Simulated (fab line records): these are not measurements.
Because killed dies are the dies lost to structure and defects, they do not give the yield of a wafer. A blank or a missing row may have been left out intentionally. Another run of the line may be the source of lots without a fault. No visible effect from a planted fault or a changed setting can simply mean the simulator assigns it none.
Comparing a struck lot with a sound one    flow n5 finfet    43 out of 1938 route steps
Sound: wafers L829.1, L829.3, L829.4. Struck: wafers L811.1, L811.2, L811.6. At the end, the cause is stated.
For every step that has rows: the tool of each side, followed by ch and its chambers, followed by its first start. Under that, the readings that differ: sound wafers    struck wafers    difference of the means    sigmas: that difference in standard deviations of wafers without a fault.
alike: a reading whose means differ by less than 2 such deviations, as well as words and numbers matching on both sides. not compared: withheld readings; readings where some wafer has no value; bounds like >300 that might hide an equal value; numbers whose values overlap and for which the record gives no deviation.
Wherever a step has rows on one side only, a row that says differs or no value, or a row with sigmas, the two part there. Numbers that have no deviation but don't overlap get no sigmas and don't part them. A reading that every wafer of one side lacks parts them only if that side has two wafers or more.

first, 11 steps without rows for these wafers: N5_BEOL_M1_DESCUM_33 (chemistry O2, time 7 s); N5_BEOL_M1_ETCH_77 (etches underlayer in N2/H2, target depth 6.5 nm, time 5.2 s); N5_BEOL_M1_ETCH_69 (etches SiARC in CF4, target depth 15.6 nm, time 26 s); N5_BEOL_M1_ALD_98 (deposits SiO2, target thk 2.5 nm, pulse time 1 s, co reactant pulse time 1 s); N5_BEOL_M1_ETCHBACK_99 (etches SiO2 in CHF3, target depth 5 nm, time 10.4 s); N5_BEOL_M1_ETCH_70 (etches SOC in N2/H2, target depth 80 nm, overetch 16 nm, time 120 s); N5_BEOL_M1_STRIP_71 (strips in N2/H2); N5_BEOL_M1_STRIP_78 (strips in N2/H2); N5_BEOL_M1_VIA_ETCH_34 (etches the open film in C4F6/O2, target depth 67.8 nm, time 64.4 s); N5_BEOL_M1_STRIP_83 (strips in C4F6/O2); N5_BEOL_M1_STRIP_36 (strips in N2/H2).
N5_BEOL_M1_TRENCH_ETCH_37: etches SiOC in C4F6/O2, target depth 55.207 nm, time 29 s.
  sound on rie diel-01 ch 0,2,3, day 11 21:49; struck on rie diel-01 ch 1,2, day 7 08:23
  no value came back on the struck wafers for any of 9 readings (C4F6_flow_sccm (sccm), O2_flow_sccm (sccm) and others); on the sound wafers C4F6_flow_sccm (sccm) reads 10.032 10.013 10.043
reading                                     sound           struck          difference  sigmas
model.TiN_of_BEOL_M1_HM_DEP_02.thk nm (nm)  17.8 17.6 17.4  19.8 20.6 19.8  +2.5        
then, 2 steps without rows for these wafers: N5_BEOL_M1_ETCH_41 (etches SiCN in CH3F/O2, target depth 31.9 nm, time 57.8 s); N5_BEOL_M1_STRIP_97 (strips in N2/H2, time 10 s).
N5_BEOL_M1_OCD_MEAS_38:
  sound on ocd-01, day 11 21:59; struck on ocd-02, day 7 08:33
reading               sound           struck     difference  sigmas
trench depth nm (nm)  54.4 54.4 55.5  0 0.5 0.5  -54         -45
then, 25 steps without rows for these wafers: N5_BEOL_M1_HM_STRIP_39 (strips TiN in peroxide tin strip, target depth 25 nm, time 158 s); N5_BEOL_M1_SRD_40 (time 30 s); N5_BEOL_M1_PRECLEAN_42 (cleans in residue remover, time 60 s); N5_BEOL_M1_SRD_43 (time 30 s); N5_BEOL_M1_DEGAS_44 (time 60 s); N5_BEOL_M1_PRE_CLEAN_45 (time 30 s); N5_BEOL_M1_ALD_84 (deposits TaN, pulse time 2 s, purge time 3 s, co reactant purge time 2 s); N5_BEOL_M1_SURFACE_TREAT_85; N5_BEOL_M1_CVD_47 (deposits Co from CCTBA/H2, target thk 3 nm, time 223.8 s); N5_BEOL_M1_SPUTTER_48 (material Cu, target thk 4.5 nm, time 8.29 s); N5_BEOL_M1_ANNEAL_49 (time 240 s); N5_BEOL_M1_SPUTTER_79 (material Cu, target thk 4.5 nm, time 8.29 s); N5_BEOL_M1_ANNEAL_80 (time 240 s); N5_BEOL_M1_SPUTTER_81 (material Cu, target thk 4.5 nm, time 8.29 s); N5_BEOL_M1_ANNEAL_82 (time 240 s); N5_BEOL_M1_SPUTTER_86 (material Cu, target thk 4.5 nm, time 8.29 s); N5_BEOL_M1_ANNEAL_87 (time 240 s); N5_BEOL_M1_SPUTTER_88 (material Cu, target thk 4.5 nm, time 8.29 s); N5_BEOL_M1_ANNEAL_89 (time 240 s); N5_BEOL_M1_SPUTTER_90 (material Cu, target thk 4.5 nm, time 8.29 s); N5_BEOL_M1_ANNEAL_91 (time 240 s); N5_BEOL_M1_SPUTTER_92 (material Cu, target thk 4.5 nm, time 8.29 s); N5_BEOL_M1_ANNEAL_93 (time 240 s); N5_BEOL_M1_SPUTTER_94 (material Cu, target thk 4.5 nm, time 8.29 s); N5_BEOL_M1_ANNEAL_95 (time 240 s).
N5_BEOL_M1_CMP_52: polishes, stops on SiOC, t overpolish 6.8 s, target thk 40 nm.
  sound on cmp-04 ch 0,1,2, day 12 01:23; struck on cmp-02 ch 0,3, day 7 11:59
reading                                 sound           struck     difference  sigmas
model.Cu_of_BEOL_M1_ECD_50.thk nm (nm)  41.6 41.2 45.4  0 2.2 2.4  -41         
  alike: motor current A
N5_BEOL_M4_RC_MEAS_101:
  the record has rows for the sound wafers here (prober-01 ch 0, day 13 12:22) and none for the struck ones
-- the record jumps here: 6 days lie between the struck wafers' starts before and after (it left off in module BEOL_M4 and takes up again in module PASSIVATION, whose first step shown is number 1936 of the route) --
N5_PASSIVATION_PROBE_49:
  rows exist in the record for the struck wafers here (prober-02, day 13 02:20), but not for the sound ones

== WHERE THEY PART ==
Last at N5_PASSIVATION_PROBE_49 as far as this record goes, first at N5_BEOL_M1_TRENCH_ETCH_37.

WHY: whatever the simulator had introduced
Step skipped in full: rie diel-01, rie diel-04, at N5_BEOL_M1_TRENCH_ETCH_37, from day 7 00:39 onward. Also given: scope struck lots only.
